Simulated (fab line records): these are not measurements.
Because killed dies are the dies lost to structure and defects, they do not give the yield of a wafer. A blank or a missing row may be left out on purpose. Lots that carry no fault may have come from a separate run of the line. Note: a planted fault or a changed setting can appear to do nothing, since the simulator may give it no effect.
Matching of chambers -- flow nandHarc -- NHARC_P_M1_STRIP_18 on rieDiel-05: 4 sister chambers
The step strips in N2/H2. 16 wafers are shown with their chamber, then 7 later ones without.

== WAFERS WITH THEIR CHAMBER ==
wafer,chamber,drypumpMotorCurrentA (A),oesProductAu (a.u.),rfVppV (V)
L258.1,0,5.9,1.024,91.3
L258.4,1,5.5,0.963,91.3
L258.6,3,5.1,1.005,91.4
L261.1,3,5.1,0.995,91.7
L261.3,2,6.3,1.010,90.3
L261.4,2,6.3,1.006,90.6
L264.1,0,5.9,1.015,90.5
L264.3,2,6.3,0.997,88.9
L264.6,2,6.3,0.995,89.9
L265.1,2,6.2,0.988,90.6
L265.2,0,6.0,1.022,90.2
L265.4,2,6.3,0.992,88.7
L275.1,2,6.3,1.005,90.2
L275.2,0,5.9,1.013,90.6
L275.3,3,5.1,0.992,91.7
L276.2,0,5.9,1.017,91.3

SIGNATURES, as means of the wafers listed above
reading,chamber 0,chamber 1,chamber 2,chamber 3,scatter within a chamber
drypumpMotorCurrentA,5.920,5.500,6.286,5.100,0.0372
oesProductAu,1.01820,0.96300,0.99900,0.99733,0.00692
rfVppV,90.780,91.300,89.886,91.600,0.627
Rule: a wafer lies at a distance from a chamber equal to the root of the sum of squares, over the readings, of (its reading less the chamber's mean, divided by the reading's scatter). The wafer belongs to the nearest chamber; if the next one is less than 2 further off, it can't be placed. How the scatter is found: for the shown wafers, subtract from each reading the mean of its chamber, square and add these, divide the total by (wafers less chambers), then take the root.

== WAFERS WITH NO CHAMBER GIVEN ==
wafer,drypumpMotorCurrentA (A),oesProductAu (a.u.),rfVppV (V)
L276.3,5.1,0.996,92.4
L276.6,5.9,1.020,89.4
L277.4,5.5,0.999,89.4
L277.6,6.3,1.023,90.9
L279.1,5.5,0.975,91.2
L279.2,5.9,1.006,91.2
L279.3,5.1,0.998,90.7

== EACH ONE'S CHAMBER ==
wafer,from the rows above,in truth
L276.3,3,3
L276.6,0,0
L277.4,1,1
L277.6,2,2
L279.1,1,1
L279.2,0,0
L279.3,3,3
7 of 7 placed correctly. From these rows, 0 cannot be placed. Number placed wrongly: 0.
